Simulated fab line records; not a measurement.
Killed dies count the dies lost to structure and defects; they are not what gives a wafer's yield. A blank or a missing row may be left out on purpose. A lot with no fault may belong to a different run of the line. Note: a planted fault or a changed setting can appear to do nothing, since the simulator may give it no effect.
Code-filled problem report in 8D (eight disciplines) form || flow nand-harc || the parts of the form that need people (team, actions taken, sign-off) are left out

## 1. WHAT IS WRONG
time-to-endpoint-s at NHARC_A_CONTACT_CMP_20 reads a mean of 23.1 s on 2 wafers of 2 lots; wafers without a fault read 60.5 s with a standard deviation of 2.9. That puts it -13 standard deviations away from the usual mean.
The step: polishes, t overpolish 30 s, target thk 300 nm.
Seen first at day 28 05:35 on cmp-03, wafer L325.5. Wafers with a number at this step in the record: 33, from 11 lots. Rule for "out", or "out of limits": more than 4 standard deviations from the usual mean. The other wafers with a number count as sound.

## 2. WHAT IT IS; WHAT IT IS NOT
{"question": "which readings at this step", "is": "time-to-endpoint-s", "is not": "motor-current-A, overpolish-run-s"}
{"question": "which lots", "is": "L325, L328", "is not": "L313, L317, L319, L320, L321, L322, L324, L326, L327"}
{"question": "which wafers of those lots", "is": "L325.5, L328.6", "is not": "L325.1, L325.6, L328.2, L328.3"}
{"question": "read on which tools", "is": "cmp-01, cmp-03", "is not": "cmp-04"}
{"question": "when", "is": "from day 28 05:35", "is not": "up to then (26 sound wafers); but 5 sound wafers of L326, L328 came after"}

## 3. THE SUSPECTS, EACH WITH WHAT RULES IT OUT
Counting: a tool at a process step up to the reading stays a suspect if it ran every lot that is out. Sound lots after the first of them don't rule it out here, since some wafers of a struck lot are sound.
- har-cap-etch-03 at NHARC_A_CONTACT_ETCH_133 (etches the open film in C4F8/O2/Ar, time 374 s, target depth 1610 nm): kept. It ran every lot that is out, first L325 (day 27 17:17); its last sound lot up to then is L321 (day 26 04:40).
- rie-diel-04 at NHARC_A_CONTACT_ETCH_97 (etches the open film in C4F6/O2, target depth 20 nm, time 10 s): kept. It ran every lot that is out, first L325 (day 28 03:44); its last sound lot up to then is L327 (day 28 01:19). Because NHARC_A_CONTACT_ETCH_97 lacks a start for some lots, the hours and order of its lots are taken from NHARC_A_CONTACT_ETCH_110.
- cvd-w-02 at NHARC_A_CONTACT_CVD_19 (deposits W, target thk 300 nm, time 802 s): kept. It ran every lot that is out, first L325 (day 28 04:35); its last sound lot up to then is L327 (day 28 02:17).
- The sound lot-mates ran in chamber 1 of cvd-w-02 at NHARC_A_CONTACT_CVD_19, but the wafers that are out ran in chamber 0.
The count leaves har-cap-etch-03 at NHARC_A_CONTACT_ETCH_133, rie-diel-04 at NHARC_A_CONTACT_ETCH_97, and cvd-w-02 at NHARC_A_CONTACT_CVD_19.

## 4. THE CAUSE (what the simulator had put in)
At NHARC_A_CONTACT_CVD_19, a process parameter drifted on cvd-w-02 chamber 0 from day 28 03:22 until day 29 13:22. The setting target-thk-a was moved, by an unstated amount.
After counting, 3 suspects remain, this tool included.

## 5. THE CHAIN OF EFFECTS, in route order
Each row: a reading where the mean over the struck wafers with a number is more than 3 standard deviations away from the usual. Only readings for which the record gives a usual standard deviation are gone through. hours: the time from each lot's start at the first step in this table that gives one to its start at this step, as a median over the lots. sigmas: the change in usual standard deviations.
{"hours": 0, "step": "NHARC_A_CONTACT_CMP_20", "reading": "time-to-endpoint-s", "usual": "60.5 s", "on struck wafers": 23.1, "change": -37.4, "sigmas": -13}
Its process steps:
- NHARC_A_CONTACT_CMP_20: polishes, t overpolish 30 s, target thk 300 nm.

## 6. WHAT WOULD HAVE CAUGHT IT SOONER
In this record no reading fell out of limits until day 28 05:35, 2 hours after the fault had begun at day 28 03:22.
No tool reading at NHARC_A_CONTACT_CVD_19 that has a usual standard deviation in the record was out on any struck wafer, so an alarm limit of 4 standard deviations on those readings would not have fired.
Lots out: 2; of these, L328 started NHARC_A_CONTACT_CVD_19 on cvd-w-02 after day 28 05:35. It would have been spared by a hold on the tool at that moment.
